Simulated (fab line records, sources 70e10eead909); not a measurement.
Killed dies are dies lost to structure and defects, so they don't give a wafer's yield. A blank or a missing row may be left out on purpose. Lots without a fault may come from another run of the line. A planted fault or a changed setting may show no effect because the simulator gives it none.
Chamber matching | flow nand_harc | NHARC_A_SGD_CUT_CMP_21 on cmp-01: 4 sister chambers
The step polishes, target thk 148.19 nm. 8 wafers are shown with their chamber, then 8 later ones without.

WAFERS WITH THEIR CHAMBER
wafer  | chamber | motor_current_A (A) | time_to_endpoint_s (s)
L077.3 | 2       | 14.0                | 46
L077.6 | 2       | 14.0                | 47
L084.3 | 1       | 12.6                | 50
L084.6 | 3       | 13.2                | 50
L087.3 | 0       | 11.0                | 53
L087.4 | 1       | 13.6                | 52
L087.6 | 0       | 11.6                | 54
L087.1 | 3       | 13.6                | 53

WAFERS WITHOUT THEIR CHAMBER
wafer  | motor_current_A (A) | time_to_endpoint_s (s)
L087.2 | 13.8                | 51
L087.5 | 12.5                | 52
L094.1 | 12.4                | 51
L094.2 | 13.5                | 48
L094.6 | 12.7                | 48
L094.3 | 13.3                | 49
L094.4 | 11.8                | 47
L094.5 | 13.5                | 47

WHICH CHAMBER EACH WENT THROUGH
wafer  | from the rows above               | in truth
L087.2 | can't be placed: 3 or 1           | 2
L087.5 | can't be placed: 1 or 3 or 0      | 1
L094.1 | can't be placed: 1 or 3 or 0      | 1
L094.2 | can't be placed: 2 or 1 or 3      | 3
L094.6 | can't be placed: 1 or 3 or 2      | 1
L094.3 | can't be placed: 1 or 3 or 2      | 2
L094.4 | can't be placed: 1 or 0 or 3 or 2 | 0
L094.5 | can't be placed: 2 or 1           | 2
Placed correctly: 0 of 8. Can't be placed from these rows: 8 (the true chamber is among the candidates in 7). Placed wrongly: 0.
How it was worked out, from the rows above alone: a wafer's distance from a chamber is the root of the sum, over the readings, of the square of ((its reading less the chamber's mean) divided by the reading's scatter). The wafer belongs to the nearest chamber; if the next one is less than 2 further off, it can't be placed. A chamber's mean is the mean of its shown wafers. The scatter: the root of (the sum of the squares of (reading less its chamber's mean) over the shown wafers, divided by (wafers less chambers)).
